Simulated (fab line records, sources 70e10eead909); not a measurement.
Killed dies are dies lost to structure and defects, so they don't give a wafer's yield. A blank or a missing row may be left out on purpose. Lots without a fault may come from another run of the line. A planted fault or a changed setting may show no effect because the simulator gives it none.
Chamber matching | flow nand_harc | NHARC_A_STAIRCASE_DESCUM_312 on rie_diel-12: 4 sister chambers
The step chemistry O2, time 3 s. 20 wafers are shown with their chamber, then 10 later ones without.

WAFERS WITH THEIR CHAMBER
wafer  | chamber | drypump_motor_current_A (A) | showerhead_plenum_p_Torr (Torr) | rf_vpp_V (V)
L077.2 | 2       | 5.5                         | 1.97                            | 58.0
L077.5 | 3       | 6.1                         | 1.86                            | 57.6
L077.6 | 0       | 5.0                         | 1.86                            | 58.5
L081.1 | 2       | 5.4                         | 1.97                            | 57.8
L081.3 | 1       | 5.5                         | 1.95                            | 57.7
L081.6 | 1       | 5.5                         | 1.95                            | 59.4
L084.1 | 2       | 5.5                         | 1.96                            | 59.4
L084.2 | 3       | 6.1                         | 1.85                            | 57.7
L084.4 | 0       | 5.0                         | 1.86                            | 56.6
L085.2 | 3       | 6.1                         | 1.85                            | 57.4
L085.3 | 2       | 5.4                         | 1.96                            | 56.3
L085.4 | 0       | 5.0                         | 1.85                            | 58.9
L087.1 | 2       | 5.4                         | 1.96                            | 58.4
L087.2 | 3       | 6.1                         | 1.85                            | 56.9
L087.3 | 0       | 5.0                         | 1.85                            | 55.3
L087.4 | 1       | 5.5                         | 1.95                            | 58.8
L087.5 | 3       | 6.1                         | 1.85                            | 57.6
L087.6 | 0       | 5.0                         | 1.85                            | 58.1
L091.1 | 2       | 5.4                         | 1.96                            | 58.1
L091.3 | 0       | 5.0                         | 1.85                            | 56.5

SIGNATURES (means of the wafers above)
reading                  | chamber 0 | chamber 1 | chamber 2 | chamber 3 | scatter within a chamber
drypump_motor_current_A  | 5.000     | 5.500     | 5.433     | 6.100     | 0.0289
showerhead_plenum_p_Torr | 1.8533    | 1.9500    | 1.9633    | 1.8520    | 0.00465
rf_vpp_V                 | 57.317    | 58.633    | 58.000    | 57.440    | 1.02
Rule: a wafer's distance from a chamber is the root of the sum, over the readings, of the square of ((its reading less the chamber's mean) divided by the reading's scatter). The wafer belongs to the nearest chamber; if the next one is less than 2 further off, it can't be placed. The scatter: the root of (the sum of the squares of (reading less its chamber's mean) over the shown wafers, divided by (wafers less chambers)).

WAFERS WITHOUT THEIR CHAMBER
wafer  | drypump_motor_current_A (A) | showerhead_plenum_p_Torr (Torr) | rf_vpp_V (V)
L091.5 | 5.4                         | 1.96                            | 56.2
L092.1 | 5.5                         | 1.94                            | 57.6
L092.4 | 5.0                         | 1.85                            | 56.2
L092.6 | 5.0                         | 1.85                            | 57.7
L097.1 | 5.0                         | 1.84                            | 56.3
L097.2 | 5.5                         | 1.94                            | 57.6
L097.3 | 5.4                         | 1.95                            | 59.2
L097.4 | 6.1                         | 1.84                            | 57.3
L097.5 | 5.0                         | 1.84                            | 56.5
L097.6 | 6.2                         | 1.84                            | 56.8

WHICH CHAMBER EACH WENT THROUGH
wafer  | from the rows above     | in truth
L091.5 | 2                       | 2
L092.1 | 1                       | 1
L092.4 | 0                       | 0
L092.6 | 0                       | 0
L097.1 | 0                       | 0
L097.2 | 1                       | 1
L097.3 | can't be placed: 2 or 1 | 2
L097.4 | 3                       | 3
L097.5 | 0                       | 0
L097.6 | 3                       | 3
Placed correctly: 9 of 10. Can't be placed from these rows: 1 (the true chamber is among the candidates in 1). Placed wrongly: 0.
